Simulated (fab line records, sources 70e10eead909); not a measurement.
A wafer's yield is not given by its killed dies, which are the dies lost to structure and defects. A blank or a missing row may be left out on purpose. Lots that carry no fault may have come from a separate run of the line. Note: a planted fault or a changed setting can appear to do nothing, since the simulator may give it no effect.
What tool caused it? ; flow nand harc ; 36 wafers from 12 lots sampled at 4 of the route's 1302 steps

WHAT EACH GAUGE READ, for each wafer
NHARC_THIN_TSV_CD_MEAS_37.
lot;measured;on;cd nm (nm)
L657;day 24 20:33;cd sem-01;5002.7 5001.2 5002.1
L658;day 25 00:07;cd sem-02;5002.0 5002.1 5001.0
L660;day 25 01:10;cd sem-02;4999.5 5000.2 5001.3
L659;day 25 02:24;cd sem-01;5002.7 5001.4 5003.1
L662;day 28 01:59;cd sem-03;5001.3 5000.5 4999.1
L664;day 28 02:43;cd sem-01;4996.5 4998.8 4998.2
L665;day 28 03:55;cd sem-02;5002.2 4998.2 4998.5
L667;day 28 10:31;cd sem-02;5000.6 5001.7 4999.5
L668;day 29 14:27;cd sem-03;5003.0 5004.7 5001.0
L669;day 29 02:49;cd sem-01;4998.6 5000.0 4999.3
L678;day 33 00:17;cd sem-03;5001.0 5002.8 5000.9
L680;day 33 07:26;cd sem-03;5000.4 5002.8 5003.4

NHARC_END_WLT_00.
lot;measured;on;VT_DECK1_BOTTOM;VT_DECK1_BOTTOM_INNER;VT_DECK1_MEDIAN_NEAR_BOTTOM;VT_DECK1_MEDIAN_NEAR_BOTTOM_INNER;VT_DECK1_MIDDLE;VT_DECK1_MIDDLE_INNER;VT_DECK1_TOP;VT_DECK1_TOP_INNER;VT_DECK2_BOTTOM;VT_DECK2_BOTTOM_INNER;VT_DECK2_MEDIAN_NEAR_BOTTOM;VT_DECK2_MEDIAN_NEAR_BOTTOM_INNER;VT_DECK2_MIDDLE;VT_DECK2_MIDDLE_INNER;VT_DECK2_TOP;VT_DECK2_TOP_INNER
L657;day 25 01:07;prober-01;0.877 0.876 0.870;0.876 0.884 0.874;0.879 0.881 0.874;0.869 0.878 0.873;0.888 0.884 0.886;0.889 0.894 0.884;0.907 0.901 0.898;0.900 0.906 0.902;0.867 0.863 0.862;0.860 0.864 0.874;0.866 0.867 0.865;0.865 0.873 0.870;0.874 0.882 0.884;0.879 0.876 0.886;0.894 0.894 0.896;0.882 0.887 0.890
L658;day 25 17:40;prober-02;0.872 0.872 0.867;0.872 0.868 0.865;0.865 0.869 0.874;0.878 0.879 0.865;0.883 0.871 0.886;0.882 0.879 0.878;0.891 0.897 0.891;0.894 0.893 0.884;0.866 0.861 0.861;0.861 0.866 0.859;0.868 0.867 0.864;0.867 0.860 0.863;0.876 0.876 0.880;0.881 0.882 0.878;0.890 0.893 0.885;0.888 0.887 0.884
L660;day 25 09:26;prober-01;0.860 0.868 0.855;0.865 0.861 0.871;0.868 0.867 0.859;0.868 0.858 0.865;0.880 0.879 0.876;0.878 0.879 0.876;0.885 0.886 0.887;0.886 0.888 0.889;0.866 0.872 0.878;0.867 0.867 0.880;0.878 0.876 0.877;0.871 0.872 0.864;0.878 0.889 0.885;0.891 0.889 0.895;0.895 0.897 0.901;0.895 0.901 0.901
L659;day 25 17:15;prober-01;0.863 0.872 0.866;0.872 0.860 0.862;0.871 0.858 0.858;0.869 0.861 0.865;0.878 0.877 0.875;0.883 0.881 0.874;0.884 0.889 0.891;0.884 0.884 0.888;0.864 0.862 0.854;0.871 0.864 0.868;0.872 0.858 0.862;0.871 0.871 0.873;0.886 0.883 0.874;0.878 0.881 0.880;0.885 0.887 0.886;0.886 0.888 0.890
L662;day 28 14:22;prober-01;0.854 0.856 0.860;0.859 0.863 0.861;0.861 0.861 0.858;0.857 0.859 0.861;0.869 0.875 0.873;0.873 0.873 0.862;0.884 0.880 0.885;0.878 0.875 0.876;0.870 0.862 0.863;0.866 0.862 0.857;0.859 0.866 0.855;0.864 0.862 0.866;0.876 0.879 0.872;0.873 0.867 0.872;0.888 0.886 0.883;0.883 0.877 0.888
L664;day 28 06:35;prober-01;0.854 0.858 0.855;0.868 0.855 0.853;0.851 0.857 0.857;0.855 0.857 0.855;0.869 0.870 0.869;0.874 0.868 0.866;0.884 0.883 0.874;0.883 0.881 0.874;0.869 0.865 0.866;0.870 0.862 0.872;0.862 0.872 0.857;0.866 0.872 0.863;0.870 0.872 0.875;0.875 0.873 0.875;0.894 0.887 0.886;0.891 0.890 0.893
L665;day 28 06:35;prober-02;0.876 0.853 0.864;0.859 0.860 0.867;0.867 0.857 0.866;0.858 0.863 0.872;0.881 0.875 0.880;0.868 0.873 0.881;0.893 0.892 0.883;0.888 0.886 0.885;0.868 0.881 0.872;0.872 0.875 0.874;0.877 0.873 0.880;0.871 0.876 0.877;0.889 0.884 0.885;0.882 0.892 0.877;0.897 0.894 0.899;0.897 0.902 0.901
L667;day 28 22:07;prober-01;0.862 0.856 0.851;0.868 0.863 0.856;0.860 0.864 0.850;0.859 0.863 0.865;0.867 0.885 0.884;0.882 0.880 0.876;0.885 0.890 0.883;0.879 0.884 0.886;0.875 0.872 0.877;0.865 0.870 0.874;0.873 0.874 0.874;0.873 0.879 0.877;0.881 0.886 0.885;0.885 0.884 0.880;0.893 0.896 0.901;0.900 0.894 0.898
L668;day 29 19:34;prober-01;0.862 0.871 0.875;0.880 0.871 0.872;0.867 0.866 0.880;0.871 0.878 0.868;0.880 0.879 0.879;0.887 0.879 0.890;0.895 0.894 0.895;0.893 0.898 0.890;0.872 0.879 0.878;0.877 0.876 0.872;0.881 0.885 0.872;0.875 0.880 0.872;0.891 0.892 0.892;0.883 0.885 0.889;0.899 0.905 0.903;0.895 0.896 0.891
L669;day 29 07:28;prober-02;0.871 0.873 0.865;0.865 0.867 0.868;0.866 0.873 0.874;0.880 0.871 0.870;0.876 0.882 0.882;0.875 0.884 0.885;0.900 0.887 0.896;0.893 0.887 0.896;0.880 0.873 0.869;0.868 0.867 0.873;0.874 0.875 0.866;0.877 0.864 0.869;0.892 0.884 0.878;0.876 0.886 0.887;0.892 0.900 0.898;0.894 0.899 0.898
L678;day 33 05:22;prober-02;0.873 0.879 0.879;0.880 0.878 0.876;0.882 0.881 0.884;0.889 0.882 0.882;0.892 0.900 0.897;0.899 0.897 0.892;0.901 0.902 0.906;0.907 0.906 0.909;0.941 0.956 0.951;0.941 0.952 0.942;0.948 0.951 0.948;0.951 0.954 0.954;0.971 0.965 0.964;0.963 0.961 0.962;0.989 0.981 0.978;0.987 0.975 0.983
L680;day 33 13:09;prober-02;0.870 0.871 0.875;0.871 0.876 0.871;0.866 0.876 0.876;0.871 0.875 0.882;0.879 0.887 0.887;0.880 0.890 0.891;0.899 0.901 0.894;0.904 0.897 0.895;0.956 0.955 0.954;0.950 0.960 0.947;0.950 0.949 0.949;0.954 0.951 0.955;0.973 0.971 0.968;0.965 0.965 0.966;0.984 0.982 0.982;0.986 0.978 0.981

TOOL THAT RAN EACH LOT (tool first, then ch and the chambers of the sampled wafers, then the start)
lot;NHARC_A_CHANNEL_FILL_D2_CVD_05;NHARC_THIN_TSV_CMP_01
L657;lpcvd poly-01 ch 0, day 14 12:25;cmp-01 ch 0,1,2, day 24 11:52
L658;lpcvd poly-03 ch 0, day 15 14:43;cmp-04 ch 2,3, day 24 15:24
L660;lpcvd poly-03 ch 0, day 15 14:43;cmp-02 ch 0,2,3, day 24 16:40
L659;lpcvd poly-03 ch 0, day 15 20:26;cmp-04 ch 0,1,2, day 24 17:53
L662;lpcvd poly-01 ch 0, day 17 08:04;cmp-04 ch 1,2,3, day 27 17:04
L664;lpcvd poly-04 ch 0, day 18 02:19;cmp-01 ch 0,1,2, day 27 18:18
L665;lpcvd poly-04 ch 0, day 18 09:43;cmp-04 ch 0,2,3, day 27 19:32
L667;lpcvd poly-01 ch 0, day 19 03:16;cmp-02 ch 0,1,3, day 28 01:45
L668;lpcvd poly-03 ch 0, day 19 13:25;cmp-04 ch 0,1,2, day 29 05:26
L669;lpcvd poly-03 ch 0, day 19 13:25;cmp-02 ch 1,3, day 28 18:06
L678;lpcvd poly-01 ch 0, day 23 16:23;cmp-02 ch 1,2,3, day 32 15:42
L680;lpcvd poly-01 ch 0, day 23 19:37;cmp-02 ch 0,3, day 32 22:36
- NHARC_A_CHANNEL_FILL_D2_CVD_05: deposits poly-Si, target thk 5 nm.
- NHARC_THIN_TSV_CMP_01: polishes.

WHAT THE TOOLS THEMSELVES READ (means of the sampled wafers that have a number; where no wafer has one, the mark that the record gives instead)
NHARC_THIN_TSV_CMP_01.
lot;tool;motor current A (A)
L657;cmp-01;13.0
L658;cmp-04;12.4
L660;cmp-02;13.0
L659;cmp-04;11.6
L662;cmp-04;12.5
L664;cmp-01;13.2
L665;cmp-04;12.1
L667;cmp-02;13.2
L668;cmp-04;11.6
L669;cmp-02;12.6
L678;cmp-02;12.4
L680;cmp-02;12.6

THE ANSWER, worked out from the rows above alone
Rule: the usual values come from the lots themselves. Put in order of their means at a reading, lots are off if they are a third of the lots or fewer, leave a main group of 4 or more, and stand apart from it by a gap of 3 or more times the standard deviation of the main group's means; of several such gaps the widest counts. If all means in a main group match to the digits the tables above print for the reading, that group is not used. A lot without any number at a reading at which 4 lots or more have one is off too. The other lots that the step has rows for count as sound. The gauges are gone through in route order, then the tools' own readings, and for those a lot's mean is taken as printed above. The first step at which some lot is off is used, and at that step the reading that is off furthest; a lot without a number counts as furthest.
Off: at NHARC_END_WLT_00 (VT_DECK2_MEDIAN_NEAR_BOTTOM_INNER), L678, L680. Main group: mean 0.870, sd 0.0043.
If a tool, at a process step before that reading, ran all the lots that are off and no sound lot after the first of them, it fits. Gauges at NHARC_END_WLT_00: tried the same way as those tools. Can't be told from this: 3 tools fit, lpcvd poly-01 at NHARC_A_CHANNEL_FILL_D2_CVD_05, cmp-02 at NHARC_THIN_TSV_CMP_01, prober-02 at NHARC_END_WLT_00.

WHAT THE SIMULATOR HAD PUT IN
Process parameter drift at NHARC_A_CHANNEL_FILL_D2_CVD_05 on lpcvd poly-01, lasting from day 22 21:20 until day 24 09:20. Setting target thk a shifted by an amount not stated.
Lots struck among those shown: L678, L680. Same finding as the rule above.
